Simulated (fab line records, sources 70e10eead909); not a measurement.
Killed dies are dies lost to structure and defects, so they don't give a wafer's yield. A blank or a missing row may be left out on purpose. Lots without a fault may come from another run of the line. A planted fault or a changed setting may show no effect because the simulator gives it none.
Which tool did it? | flow nand_harc | 7 lots, 20 wafers sampled, at 3 steps of a route of 1302

WHAT THE GAUGES READ, wafer by wafer
NHARC_A_ONON_D1_THK_MEAS_21: measures by ellipsometry.
lot  | measured     | on            | thk_nm (nm)
L376 | day 9 03:32  | film_metro-02 | 998 998 998
L377 | day 9 13:50  | film_metro-01 | 1007 1008 1009
L381 | day 11 11:07 | film_metro-02 | 992 991 993
L383 | day 12 03:58 | film_metro-01 | 1005 1006 1004
L385 | day 12 17:34 | film_metro-02 | 1002 1002 1001
L393 | day 16 00:48 | film_metro-02 | 528 997
L397 | day 17 19:41 | film_metro-02 | 1004 1003 1004

WHICH TOOL RAN EACH LOT (tool, then ch and the chambers of the sampled wafers, then the start)
lot  | NHARC_A_ZERO_WELL_ETCH_19          | NHARC_A_ONON_D1_DEP_19
L376 | rie_diel-13 ch 0,1,2, day 7 16:29  | pecvd_onon-01 ch 0, day 9 03:08
L377 | rie_diel-10 ch 1,2,3, day 8 04:36  | pecvd_onon-01 ch 0, day 9 13:20
L381 | rie_diel-11 ch 0,3, day 9 21:43    | pecvd_onon-01 ch 0, day 11 10:44
L383 | rie_diel-13 ch 0,3, day 10 17:07   | pecvd_onon-04 ch 0, day 12 03:26
L385 | rie_diel-13 ch 0,1, day 11 06:18   | pecvd_onon-03 ch 0, day 12 17:13
L393 | rie_diel-13 ch 0,2, day 14 13:13   | pecvd_onon-03 ch 0, day 16 00:17
L397 | rie_diel-13 ch 0,1,3, day 16 11:41 | pecvd_onon-01 ch 0, day 17 19:21
- NHARC_A_ZERO_WELL_ETCH_19: etches the open film in N2/H2, target depth 80 nm, overetch 24 nm, time 87.88 s.
- NHARC_A_ONON_D1_DEP_19: target thk 1000 nm.

THE ANSWER, worked out from the rows above alone
Rule: what is usual is taken from the lots themselves. Put in order of their means at a reading, lots are off if they are a third of the lots or fewer, leave a main group of 4 or more, and stand apart from it by a gap of 3 or more times the standard deviation of the main group's means; of several such gaps the widest counts. A main group whose means are all the same, to the digits that the tables above print for the reading, isn't used. A lot without any number at a reading at which 4 lots or more have one is off too. The other lots that the step has rows for count as sound.
Off: L393, at NHARC_A_ONON_D1_THK_MEAS_21 (thk_nm). The main group: mean 1001 nm, standard deviation 5.2.
A tool fits if, at a process step before that reading, it ran every lot that is off, and no sound lot after the first of them. The gauges at NHARC_A_ONON_D1_THK_MEAS_21 are tried like those tools. One fits: pecvd_onon-03 at NHARC_A_ONON_D1_DEP_19. Its last sound lot is L385 (day 12 17:13), its first lot that is off L393 (day 16 00:17): a fault that began between those two fits.

WHAT THE SIMULATOR HAD PUT IN
Process parameter drift: pecvd_onon-03, from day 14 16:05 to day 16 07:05, at NHARC_A_ONON_D1_DEP_19. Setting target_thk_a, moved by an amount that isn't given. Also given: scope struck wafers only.
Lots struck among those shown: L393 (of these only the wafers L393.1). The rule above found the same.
